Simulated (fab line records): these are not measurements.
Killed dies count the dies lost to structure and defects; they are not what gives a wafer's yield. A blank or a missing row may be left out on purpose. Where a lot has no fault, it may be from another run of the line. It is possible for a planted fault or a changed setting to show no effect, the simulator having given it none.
fab line records	flow nandHarc
[record] lots = 6	wafers = 18	lastDay = 24
route steps=1159 shown A_SLIT@803 A_SIN_REMOVE@804 A_WL_FILL@809 END@1159
lots untouched by any fault: they come from a run of this same line in which no faults occurred
startH: hours from the record's opening day to when the first of the lot's shown wafers began	waitH: time in hours since the lot's previous step	" as in the row above	L1.1+2: a single row standing in for several wafers	- no value, or no start was given	* or withheld: withheld	< > ~ a bound
route shown NAME@n: a module of which the file shows steps, and the number in the route of the first	usual: mean/standard deviation taken from wafers without a fault	same: alike in all rows	chamber/n: place in a boat	sites: each site's reading	_std_site: how widely they spread, as a standard deviation	_edge_site: inner sites' mean taken away from outer sites' mean	radiusMm: how far each site lies from the wafer's centre	mask NAME#n: copy n	behind: the most recent tool/chamber to have shaped the wafer	hold: why the lot went on hold/how many hours it stayed there/how the hold came to an end	device: the transistor (n, p or np) that didn't switch	end of line: tests of these same wafers at the route's end	a step given without rows: its recipe and nothing more	killed: the dies lost at the first sort to structure and to defects; this is not the yield of the wafer	map: shows each die of a wafer: x if killed, . if not, _ if none is there
set.NAME: the setting the step ran with; set.NAME@STEP: the setting that earlier step ran with	model.NAME: the simulator's own value behind a step, which no gauge read
lots seen at some steps along the route; tables by step, rows by wafer
services: when a tool's chamber went out of use (startH, in hours from the record's first day, below 0 if earlier), for how many hours, and the reason
[[steps]]
[step NHARC_A_SLIT_CD_MEAS_21]
[usual] cdNm = 289.6/0.97
lot.wafer	tool	chamber	startH	waitH	cdNm
L649.2	cdSem-02	-	322.19	-	289.8
L649.4	"	-	"	"	290.4
L649.5	"	-	"	"	289.3
L655.2	cdSem-02	-	372.57	-	289.8
L655.3	"	-	"	"	289.8
L655.5	"	-	"	"	289.4
L658.3	cdSem-03	-	383.74	-	288.7
L658.4	"	-	"	"	289.7
L658.5	"	-	"	"	289.5
L657.4	cdSem-01	-	388.06	-	290.6
L657.5	"	-	"	"	289.6
L657.6	"	-	"	"	289.2
L667.1	cdSem-01	-	441.81	-	290.3
L667.3	"	-	"	"	291.1
L667.6	"	-	"	"	289.9
L670.2	cdSem-03	-	452.81	-	289.5
L670.3	"	-	"	"	289.8
L670.4	"	-	"	"	289.7
[step NHARC_A_SIN_REMOVE_WET_00]
[recipe] tempC = 160	timeS = 15300	chemistry = H3PO4
[step NHARC_A_SIN_REMOVE_PRECLEAN_01]
[recipe] timeS = *	tempC = 50	bathAgeMin = 0	chemistry = SC1
[step NHARC_A_SIN_REMOVE_SRD_02]
[step NHARC_A_SIN_REMOVE_INSPECT_04]
[usual] rawDefectCount = 310/79
lot.wafer	tool	chamber	startH	waitH	rawDefectCount
L649.2	defectInspect-02	-	329.86	0.0	301
L649.4	"	-	"	"	271
L649.5	"	-	"	"	201
L655.2	defectInspect-02	-	380.31	0.0	332
L655.3	"	-	"	"	245
L655.5	"	-	"	"	410
L658.3	defectInspect-01	-	391.41	0.0	251
L658.4	"	-	"	"	257
L658.5	"	-	"	"	197
L657.4	defectInspect-02	-	395.85	0.0	344
L657.5	"	-	"	"	281
L657.6	"	-	"	"	318
L667.1	defectInspect-02	-	449.40	0.0	559
L667.3	"	-	"	"	333
L667.6	"	-	"	"	415
L670.2	defectInspect-02	-	462.20	0.0	302
L670.3	"	-	"	"	321
L670.4	"	-	"	"	260
[step NHARC_A_WL_FILL_ALD_00]
[recipe] targetThkA = 30	pulseTimeS = 3	aldCycles = 30	tempC = 300	material = Al2O3
[usual] heaterPowerW = 457/31	precursorPulseHeightRel = 0.999/0.019
[same] aldCycles = 30
lot.wafer	tool	chamber	startH	waitH	heaterPowerW	precursorPulseHeightRel
L649.2	aldHk-02	1	329.93	0.1	448	1.021
L649.4	"	3	"	"	425	0.992
L649.5	"	1	"	"	450	0.995
L655.2	aldHk-02	2	382.08	1.8	472	1.016
L655.3	"	0	"	"	410	1.017
L655.5	"	3	"	"	416	0.972
L658.3	aldHk-03	3	391.47	0.1	469	0.987
L658.4	"	1	"	"	421	1.000
L658.5	"	3	"	"	486	1.013
L657.4	aldHk-01	0	396.23	0.4	476	1.004
L657.6	"	3	"	"	448	0.982
L657.5	"	0	"	"	468	0.996
L667.1	aldHk-03	2	449.47	0.1	469	0.955
L667.3	"	0	"	"	433	1.012
L667.6	"	3	"	"	486	1.033
L670.3	aldHk-01	0	462.55	0.3	492	1.003
L670.2	"	1	"	"	456	0.955
L670.4	"	3	"	"	483	1.008
[step NHARC_A_WL_FILL_RTA_01]
[recipe] tempC = 1000	timeS = 5
[usual] lampPowerPct = 31/4.4	lamp_zone_4_pct = 31/4.4	lamp_zone_7_pct = 32/4.5	wafer_temp_C_max = 1003.4/0.92
lot.wafer	tool	chamber	startH	waitH	lampPowerPct	lamp_zone_4_pct	lamp_zone_7_pct	wafer_temp_C_max
L649.2	rtpAnneal-02	0	330.21	-	36	36	36	1002.0
L649.4	"	0	"	"	36	36	36	1002.7
L649.5	"	0	"	"	36	36	36	1002.1
L655.2	rtpAnneal-01	0	382.38	-	27	27	27	1004.3
L655.3	"	0	"	"	27	27	27	1003.8
L655.5	"	0	"	"	27	27	27	1004.4
L658.3	rtpAnneal-02	0	391.92	-	36	36	36	1004.2
L658.4	"	0	"	"	36	36	36	1003.0
L658.5	"	0	"	"	36	36	36	1002.5
L657.4	rtpAnneal-02	0	396.55	-	36	36	36	1002.8
L657.5	"	0	"	"	36	36	36	1002.9
L657.6	"	0	"	"	36	36	36	1004.0
L667.1	rtpAnneal-02	0	449.72	-	36	36	36	1002.3
L667.3	"	0	"	"	36	36	36	1003.6
L667.6	"	0	"	"	36	36	36	1004.1
L670.2	rtpAnneal-01	0	463.42	-	27	27	27	1004.9
L670.3	"	0	"	"	27	27	27	1003.5
L670.4	"	0	"	"	27	27	27	1003.6
[step NHARC_A_WL_FILL_ALD_02]
[recipe] targetThkA = 20	pulseTimeS = 3	aldCycles = 100	tempC = 450	material = TiN
[usual] heaterPowerW = 1136/150	precursorPulseHeightRel = 1.002/0.02
[same] aldCycles = 100
lot.wafer	tool	chamber	startH	waitH	heaterPowerW	precursorPulseHeightRel
L649.2	aldMetal-04	3	330.44	0.2	983	0.988
L649.4	"	1	"	"	919	1.012
L649.5	"	2	"	"	1106	1.026
L655.3	aldMetal-04	1	382.57	0.1	895	0.990
L655.2	"	2	"	"	1104	1.022
L655.5	"	1	"	"	912	1.020
L658.3	aldMetal-04	3	392.12	0.2	965	1.010
L658.4	"	1	"	"	897	1.010
L658.5	"	3	"	"	984	1.001
L657.4	aldMetal-03	3	396.72	0.1	1272	0.990
L657.6	"	2	"	"	1123	1.001
L657.5	"	3	"	"	1311	0.990
L667.1	aldMetal-01	0	449.94	0.2	1380	1.033
L667.3	"	3	"	"	967	0.971
L667.6	"	0	"	"	1394	1.001
L670.2	aldMetal-03	3	463.61	0.2	1291	1.016
L670.3	"	0	"	"	1259	0.992
L670.4	"	2	"	"	1114	0.992
[step NHARC_A_WL_FILL_CVD_03]
[recipe] targetThkA = 400	tempC = 300	pressureTorr = 40	wf6FlowSccm = 40	h2FlowSccm = 1600	arFlowSccm = 1560	timeS = 3302	material = W
[usual] heaterPowerW = 486/39	throttleValvePct = 7.97/0.27
lot.wafer	tool	chamber	startH	waitH	heaterPowerW	throttleValvePct
L649.2	cvdW-02	0	335.08	4.3	490	7.96
L649.4	"	1	"	"	528	7.66
L649.5	"	0	336.97	6.2	504	7.54
L655.2	cvdW-01	0	383.03	0.1	489	8.11
L655.3	"	0	"	"	503	8.28
L655.5	"	1	385.34	2.4	455	8.35
L658.4	cvdW-02	1	398.05	5.6	548	8.19
L658.3	"	0	"	"	484	7.52
L658.5	"	0	"	"	482	7.61
L657.4	cvdW-01	1	401.51	4.4	451	8.04
L657.6	"	1	"	"	446	7.88
L657.5	"	0	"	"	492	8.11
L667.1	cvdW-01	0	450.41	0.1	497	8.26
L667.3	"	0	"	"	492	8.18
L667.6	"	1	452.72	2.4	439	7.95
L670.2	cvdW-01	0	468.25	4.2	495	8.35
L670.3	"	1	"	"	457	8.20
L670.4	"	0	"	"	487	7.92
[step NHARC_A_WL_FILL_ETCHBACK_04]
[recipe] targetDepthA = 600	timeS = 120	chemistry = NF3
[usual] chamberPressureMTorr = 300.03/0.27	drypumpMotorCurrentA = 5.7/0.35	oesProductAu = 0.999/0.0087
lot.wafer	tool	chamber	startH	waitH	chamberPressureMTorr	drypumpMotorCurrentA	oesProductAu	rfHoursCounterH
L649.2	rieMetal-03	0	337.93	2.4	300.26	6.1	1.006	1.9
L649.4	"	1	"	"	300.30	6.3	0.999	-
L649.5	"	0	"	"	299.78	6.1	1.011	-
L655.2	rieMetal-03	0	386.28	2.8	299.99	6.0	0.993	3.0
L655.3	"	0	"	"	300.12	6.1	0.995	-
L655.5	"	1	"	"	299.89	6.3	0.997	-
L658.3	rieMetal-03	1	400.53	1.5	299.97	6.3	0.984	-
L658.4	"	0	"	"	300.18	6.1	0.993	-
L658.5	"	1	"	"	299.97	6.3	0.994	-
L657.4	rieMetal-01	1	403.95	2.0	300.00	5.4	1.006	-
L657.5	"	1	"	"	299.91	5.4	1.009	-
L657.6	"	0	"	"	299.85	5.8	1.000	-
L667.1	rieMetal-01	1	453.67	2.8	300.10	5.3	0.998	3.2
L667.3	"	0	"	"	300.56	5.8	0.997	-
L667.6	"	1	"	"	300.66	5.3	1.004	-
L670.2	rieMetal-03	1	471.07	2.4	299.81	6.3	0.990	0.2
L670.3	"	1	"	"	300.08	6.2	0.986	-
L670.4	"	0	"	"	300.45	6.1	1.005	-
[step NHARC_A_WL_FILL_ETCHBACK_05]
[recipe] targetDepthA = 220	timeS = 60	tempC = 40	chemistry = Cl2/BCl3
[usual] chamberPressureMTorr = 10.000/0.009	drypumpMotorCurrentA = 5.7/0.34	oesProductAu = 0.998/0.009
lot.wafer	tool	chamber	startH	waitH	chamberPressureMTorr	drypumpMotorCurrentA	oesProductAu	rfHoursCounterH
L649.2	rieMetal-03	1	338.18	0.2	9.999	6.3	1.000	2.0
L649.4	"	1	"	"	9.990	6.3	1.010	-
L649.5	"	1	"	"	9.994	6.2	1.005	-
L655.2	rieMetal-03	0	386.52	0.2	9.989	6.0	1.006	3.1
L655.3	"	0	"	"	9.997	6.0	1.005	-
L655.5	"	1	"	"	10.007	6.3	1.004	-
L658.3	rieMetal-03	0	400.72	0.2	-	-	-	-
L658.4	"	1	"	"	-	-	-	-
L658.5	"	1	"	"	-	-	-	-
L657.4	rieMetal-01	0	404.16	0.2	-	-	-	-
L657.5	"	1	"	"	-	-	-	-
L657.6	"	0	"	"	-	-	-	-
L667.1	rieMetal-01	0	453.92	0.2	10.000	5.8	0.997	3.3
L667.3	"	0	"	"	9.985	5.8	0.985	-
L667.6	"	0	"	"	9.998	5.8	1.003	-
L670.2	rieMetal-03	0	471.31	0.2	10.005	6.1	1.005	0.4
L670.4	"	0	"	"	9.990	6.1	0.995	-
L670.3	"	1	"	"	10.006	6.2	0.988	-
[step NHARC_A_WL_FILL_STRIP_27]
[recipe] powerW = 1500	tempC = 250	timeS = 20	chemistry = N2/H2
[step NHARC_END_SORT_01]
[recipe] tempC = 25
[usual] killedAtArray = 26/9	killedAtOther = 0.8/1.2	killedAtPeriphery = 3.2/2.3	killedDies = 30/9.1	killedOpen = 3.5/2	killedShort = 1.8/1.4
[same] grossDies = 677
lot.wafer	tool	chamber	startH	waitH	killedAtArray	killedAtOther	killedAtPeriphery	killedDies	killedOpen	killedShort
L658.3	prober-01	0	492.90	3.1	674	1	2	677	3	4
L658.4	prober-01	0	493.71	3.4	675	1	1	677	5	1
L658.5	prober-01	0	494.51	3.7	674	0	3	677	3	2
L657.4	prober-01	0	504.18	3.4	674	1	2	677	7	4
L657.5	prober-01	0	504.98	3.7	676	0	1	677	2	0
L657.6	prober-01	0	505.78	4.0	674	1	2	677	5	4
// killed by level:class
L658.3 A_WL_FILL:areaEtchback=653 A_SLIT:chamberFilmFlake=7 A_CONTACT:chamberFilmFlake=4 A_CHANNEL_HOLE_D1:chamberFilmFlake=3 A_ONON_D1:geometricParticle:short=2 A_STAIRCASE:chamberFilmFlake=2 P_GATE:geometricParticle:short=1 P_M1:geometricParticle:open=1
L658.4 A_WL_FILL:areaEtchback=650 A_SLIT:chamberFilmFlake=9 A_CHANNEL_HOLE_D1:chamberFilmFlake=5 A_CHANNEL_FILL_D1:chamberFilmFlake=3 A_CONTACT:chamberFilmFlake=3 A_CONTACT:geometricParticle:open=2 P_M0:geometricParticle:open=1 A_BLC:geometricParticle:open=1
L658.5 A_WL_FILL:areaEtchback=654 A_SLIT:chamberFilmFlake=8 A_CONTACT:chamberFilmFlake=4 A_CHANNEL_HOLE_D1:chamberFilmFlake=3 P_GATE:geometricParticle:open=1 P_CONTACT:geometricParticle:open=1 P_M0:geometricParticle:open=1 A_CHANNEL_HOLE_D1:geometricParticle:short=1
L657.4 A_WL_FILL:areaEtchback=647 A_CHANNEL_HOLE_D1:chamberFilmFlake=16 A_CONTACT:geometricParticle:open=3 P_GATE:geometricParticle:open=1 P_GATE:geometricParticle:short=1 A_SOURCE_PLATE:geometricParticle:open=1 A_ONON_D1:geometricParticle:open=1 A_SGD_CUT:geometricParticle:open=1
L657.5 A_WL_FILL:areaEtchback=650 A_CHANNEL_HOLE_D1:chamberFilmFlake=23 P_M0:geometricParticle:open=1 A_SGD_CUT:geometricParticle:open=1 A_ZERO_WELL:chamberFilmFlake=1 A_CONTACT:chamberFilmFlake=1
L657.6 A_WL_FILL:areaEtchback=647 A_CHANNEL_HOLE_D1:chamberFilmFlake=17 A_CONTACT:chamberFilmFlake=3 A_CONTACT:geometricParticle:open=2 P_CONTACT:geometricParticle:open=1 P_M1:geometricParticle:open=1 A_ONON_D1:geometricParticle:short=1 A_CHANNEL_HOLE_D1:geometricParticle:short=1
// map L657.4 (x killed, . not)
____________x____________
_________xxxxxxx_________
_______xxxxxxxxxxx_______
______xxxxxxxxxxxxx______
_____xxxxxxxxxxxxxxx_____
____xxxxxxxxxxxxxxxxx____
____xxxxxxxxxxxxxxxxx____
___xxxxxxxxxxxxxxxxxxx___
___xxxxxxxxxxxxxxxxxxx___
__xxxxxxxxxxxxxxxxxxxxx__
__xxxxxxxxxxxxxxxxxxxxx__
_xxxxxxxxxxxxxxxxxxxxxxx_
_xxxxxxxxxxxxxxxxxxxxxxx_
_xxxxxxxxxxxxxxxxxxxxxxx_
_xxxxxxxxxxxxxxxxxxxxxxx_
_xxxxxxxxxxxxxxxxxxxxxxx_
xxxxxxxxxxxxxxxxxxxxxxxxx
xxxxxxxxxxxxxxxxxxxxxxxxx
xxxxxxxxxxxxxxxxxxxxxxxxx
xxxxxxxxxxxxxxxxxxxxxxxxx
xxxxxxxxxxxxxxxxxxxxxxxxx
_xxxxxxxxxxxxxxxxxxxxxxx_
_xxxxxxxxxxxxxxxxxxxxxxx_
_xxxxxxxxxxxxxxxxxxxxxxx_
_xxxxxxxxxxxxxxxxxxxxxxx_
_xxxxxxxxxxxxxxxxxxxxxxx_
__xxxxxxxxxxxxxxxxxxxxx__
__xxxxxxxxxxxxxxxxxxxxx__
___xxxxxxxxxxxxxxxxxxx___
___xxxxxxxxxxxxxxxxxxx___
____xxxxxxxxxxxxxxxxx____
____xxxxxxxxxxxxxxxxx____
_____xxxxxxxxxxxxxxx_____
______xxxxxxxxxxxxx______
_______xxxxxxxxxxx_______
_________xxxxxxx_________
____________x____________
// map L658.3 (x killed, . not)
____________x____________
_________xxxxxxx_________
_______xxxxxxxxxxx_______
______xxxxxxxxxxxxx______
_____xxxxxxxxxxxxxxx_____
____xxxxxxxxxxxxxxxxx____
____xxxxxxxxxxxxxxxxx____
___xxxxxxxxxxxxxxxxxxx___
___xxxxxxxxxxxxxxxxxxx___
__xxxxxxxxxxxxxxxxxxxxx__
__xxxxxxxxxxxxxxxxxxxxx__
_xxxxxxxxxxxxxxxxxxxxxxx_
_xxxxxxxxxxxxxxxxxxxxxxx_
_xxxxxxxxxxxxxxxxxxxxxxx_
_xxxxxxxxxxxxxxxxxxxxxxx_
_xxxxxxxxxxxxxxxxxxxxxxx_
xxxxxxxxxxxxxxxxxxxxxxxxx
xxxxxxxxxxxxxxxxxxxxxxxxx
xxxxxxxxxxxxxxxxxxxxxxxxx
xxxxxxxxxxxxxxxxxxxxxxxxx
xxxxxxxxxxxxxxxxxxxxxxxxx
_xxxxxxxxxxxxxxxxxxxxxxx_
_xxxxxxxxxxxxxxxxxxxxxxx_
_xxxxxxxxxxxxxxxxxxxxxxx_
_xxxxxxxxxxxxxxxxxxxxxxx_
_xxxxxxxxxxxxxxxxxxxxxxx_
__xxxxxxxxxxxxxxxxxxxxx__
__xxxxxxxxxxxxxxxxxxxxx__
___xxxxxxxxxxxxxxxxxxx___
___xxxxxxxxxxxxxxxxxxx___
____xxxxxxxxxxxxxxxxx____
____xxxxxxxxxxxxxxxxx____
_____xxxxxxxxxxxxxxx_____
______xxxxxxxxxxxxx______
_______xxxxxxxxxxx_______
_________xxxxxxx_________
____________x____________
[[services]]
tool	chamber	startH	hours	kind
cvdW-01	0	306.37	-	clean
cvdW-01	1	306.37	-	clean
aldMetal-03	-	322.00	10.0	pm
aldMetal-04	-	326.82	1.5	repair
rieMetal-01	-	332.00	9.0	pm
rieMetal-01	0	332.00	9.0	ventCycle
rieMetal-01	1	332.00	9.0	ventCycle
rieMetal-01	0	341.00	-	clean
aldMetal-01	2	375.25	11.9	repair
cvdW-02	-	379.78	13.0	pm
aldHk-03	-	400.99	0.8	repair
aldMetal-04	-	406.00	10.0	pm
aldMetal-03	1	413.98	6.7	repair
aldMetal-03	-	425.14	1.0	repair
aldHk-03	-	432.66	0.6	repair
aldMetal-03	1	449.47	19.0	repair
rieMetal-03	-	453.00	9.0	pm
rieMetal-03	0	453.00	9.0	ventCycle
rieMetal-03	1	453.00	9.0	ventCycle
aldHk-02	-	459.08	10.0	pm
rieMetal-03	0	462.00	-	clean
rieMetal-03	1	462.00	-	clean
aldHk-03	-	464.24	0.6	repair
rieMetal-01	1	465.44	3.0	repair
[[key]]
[firstSign] step = NHARC_A_WL_FILL_ETCHBACK_05	reading = toolRecord	direction = missing
[effect] step = NHARC_END_SORT_01	reading = killedAtArray	direction = up	sigmas = 72	usual = 26	struck = 674
[moreKillsBornAt] NHARC_A_WL_FILL_ETCHBACK_05@rieMetal-03 = 1956	NHARC_A_WL_FILL_ETCHBACK_05@rieMetal-01 = 1943
metAt NHARC_A_WL_FILL_ETCHBACK_05
struckWafers L657.4,L657.5,L657.6,L658.3,L658.4,L658.5
laterRowsLeftOut L657.4,L657.5,L657.6,L658.3,L658.4,L658.5
testerLeftOut L657,L658
onsetBetween 386.52 400.72
[fault] kind = skippedStepWhole	tool = rieMetal-01,rieMetal-03	chamber = -	onsetH = 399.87	steps = NHARC_A_WL_FILL_ETCHBACK_05	scope = struckLotsOnly
// testerLeftOut: of these lots the tester's yield and bins aren't shown, on N5 and GAA mostly nor the transistor test; their killed dies are dies lost to structure and defects alone, not to doping, threshold or leakage, so they don't give the yield
// laterRowsLeftOut: the simulator's readings of these wafers behind a module that went badly wrong aren't trusted and aren't shown, but for the sort
